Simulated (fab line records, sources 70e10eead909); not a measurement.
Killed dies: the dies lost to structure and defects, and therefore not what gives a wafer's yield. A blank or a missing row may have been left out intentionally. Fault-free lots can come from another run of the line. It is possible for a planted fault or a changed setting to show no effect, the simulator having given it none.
A lot that was struck, set against a sound lot + flow nand-harc + 24 steps out of a route of 1302
Sound: these wafers, L896.1, L896.4, L896.6. Wafers struck: L911.1, L911.5, L911.6. The cause comes at the end.
For every step that has rows: the tool of each side, followed by ch and its chambers, followed by its first start. Under that, the readings that differ: sound wafers + struck wafers + difference of the means + sigmas: that difference in standard deviations of wafers without a fault.
alike: words and numbers the same on both sides, and readings whose means are apart by under 2 such deviations; not compared: readings that were withheld, readings missing a value for some wafer, numbers with overlapping values and no deviation given by the record, and bounds like >300 which may hide the same value.
Wherever a step has rows on one side only, a row that says differs or no value, or a row with sigmas, the two part there. Numbers that don't overlap but have no deviation are shown without sigmas and don't part them. A reading missing from all wafers of one side parts the sides only when that side holds two or more wafers.

NHARC_A_M0_INSPECT_27:
  sound on defect-inspect-01 at day 23 07:55; struck on defect-inspect-02 at day 29 02:16
  alike: raw-defect-count
NHARC_A_M0_PRE_CLEAN_31: time 12 s.
  sound on pecvd-02 ch 0,1,2, day 23 08:00; struck on pecvd-02 ch 1,2, day 29 02:22
  alike: heater-power-w
NHARC_A_M0_DEP_32: deposits SiCN, target thk 30 nm.
  sound on pecvd-02 ch 0,1,2, day 23 08:07; struck on pecvd-02 ch 1,2, day 29 02:30
  alike: heater-power-w
then, 8 steps without rows for these wafers: NHARC_A_M1_DEP_00 (deposits SiOC, target thk 182.5 nm); NHARC_A_M1_DEHYDRATE_01 (time 120 s); NHARC_A_M1_HMDS_02 (time 30 s); NHARC_A_M1_COAT_34 (time 65 s); NHARC_A_M1_COAT_03 (resist thk 90 nm); NHARC_A_M1_SOFTBAKE_04 (time 55 s); NHARC_A_M1_EBR_05; NHARC_A_M1_EXPOSE_06 (exposes mask A M1, target cd 120 nm).
NHARC_A_M1_PEB_07: peb time 65 s.
  sound on litho-track-04 ch 0, day 23 09:13; struck on litho-track-04 ch 0, day 29 03:34
| reading                  | sound               | struck            | difference | sigmas |
|--------------------------|---------------------|-------------------|------------|--------|
| heater-power-total-W (W) | 155.9 156.3 156.3   | 148.2 147.9 148.8 | -7.9       | -18    |
| plate-temp-C (C)         | 100.03 99.97 100.02 | 96.11 96.04 96.05 | -3.94      | -33    |
  alike: resist-line-temp-C
then, 1 step without rows for these wafers: NHARC_A_M1_DEVELOP_08 (develop time 35 s).
NHARC_A_M1_CD_MEAS_09 targets a cd of 120 nm.
  sound on cd-sem-03 ch 0, day 23 09:17; struck on cd-sem-02 ch 0, day 29 03:38
| reading    | sound             | struck            | difference | sigmas |
|------------|-------------------|-------------------|------------|--------|
| cd-nm (nm) | 120.7 120.4 120.5 | 105.9 106.1 105.7 | -14.6      | -29    |
NHARC_A_M1_OVL_MEAS_10: pitch 240 nm.
  sound on overlay-01 at day 23 09:23; struck on overlay-01 at day 29 03:44
  alike: overlay-x-nm, overlay-y-nm
NHARC_A_M1_INSPECT_11:
  sound on defect-inspect-02 at day 23 09:25; struck on defect-inspect-01 at day 29 03:46
  alike: raw-defect-count
NHARC_A_M1_DESCUM_14: chemistry O2, time 3 s.
  sound on rie-diel-05 ch 0,2,3, day 23 09:29; struck on rie-diel-06 ch 1,2, day 29 03:50
| reading               | sound             | struck          | difference | sigmas |
|-----------------------|-------------------|-----------------|------------|--------|
| model.A_M1.cd-nm (nm) | 120.6 120.4 119.9 | 105.5 106 106.4 | -14.3      |        |
  alike: drypump-motor-current-A, mfc-ar-sccm, oes-product-au, rf-vpp-V, showerhead-plenum-p-Torr, throttle-valve-pct
  not compared: rf-hours-counter-h
NHARC_A_M1_ETCH_35: etches the open film in N2/H2, target depth 40 nm, overetch 12 nm, time 43.94 s.
  sound on rie-diel-05 ch 0,1, day 23 09:34; struck on rie-diel-06 ch 0,1,3, day 29 03:56
  alike: drypump-motor-current-A, mfc-ar-sccm, oes-product-au, rf-vpp-V, showerhead-plenum-p-Torr, throttle-valve-pct
  not compared: rf-hours-counter-h
NHARC_A_M1_ETCH_15: etches the open film in C4F8/Ar, target depth 182.5 nm, time 91.2 s.
  sound: rie-diel-05 ch 2,3; struck: rie-diel-06 ch 2,3
  alike: oes-product-au, rf-vpp-V
  not compared: rf-hours-counter-h
NHARC_A_M1_CD_MEAS_16:
  sound on cd-sem-01 at day 23 10:14; struck on cd-sem-02 at day 29 04:08
| reading    | sound             | struck            | difference | sigmas |
|------------|-------------------|-------------------|------------|--------|
| cd-nm (nm) | 120.9 120.3 120.1 | 105.9 105.9 106.7 | -14.3      | -19    |
NHARC_A_M1_STRIP_18: strips in N2/H2.
  sound on rie-diel-05 ch 0,2, day 23 10:20; struck on rie-diel-04 ch 0,1, day 29 04:14
  alike: drypump-motor-current-A, mfc-ar-sccm, oes-product-au, rf-vpp-V, showerhead-plenum-p-Torr, throttle-valve-pct
  not compared: rf-hours-counter-h
NHARC_A_M1_ETCH_28: etches the open film in CF4/N2, target depth 30 nm, time 72.99 s.
  sound: rie-diel-05 ch 0,1,2; struck: rie-diel-04 ch 1,2,3
| reading               | sound             | struck          | difference | sigmas |
|-----------------------|-------------------|-----------------|------------|--------|
| model.A_M1.cd-nm (nm) | 120.6 121.5 120.4 | 105.6 106.1 107 | -14.6      |        |
  alike: drypump-motor-current-A, mfc-ar-sccm, oes-product-au, rf-vpp-V, showerhead-plenum-p-Torr, throttle-valve-pct
  not compared: rf-hours-counter-h
then, 1 step without rows for these wafers: NHARC_A_M1_STRIP_19 (strips in post etch residue remover, time 600 s).
NHARC_END_SORT_01:
  the record has rows for the sound wafers here (prober-02 ch 0, day 24 20:26) and none for the struck ones

WHERE THEY PART
Earliest at NHARC_A_M1_PEB_07; latest, in this record, at NHARC_END_SORT_01.

WHY: what the simulator had put in
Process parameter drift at NHARC_A_M1_PEB_07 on litho-track-04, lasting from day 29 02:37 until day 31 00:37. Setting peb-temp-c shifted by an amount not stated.
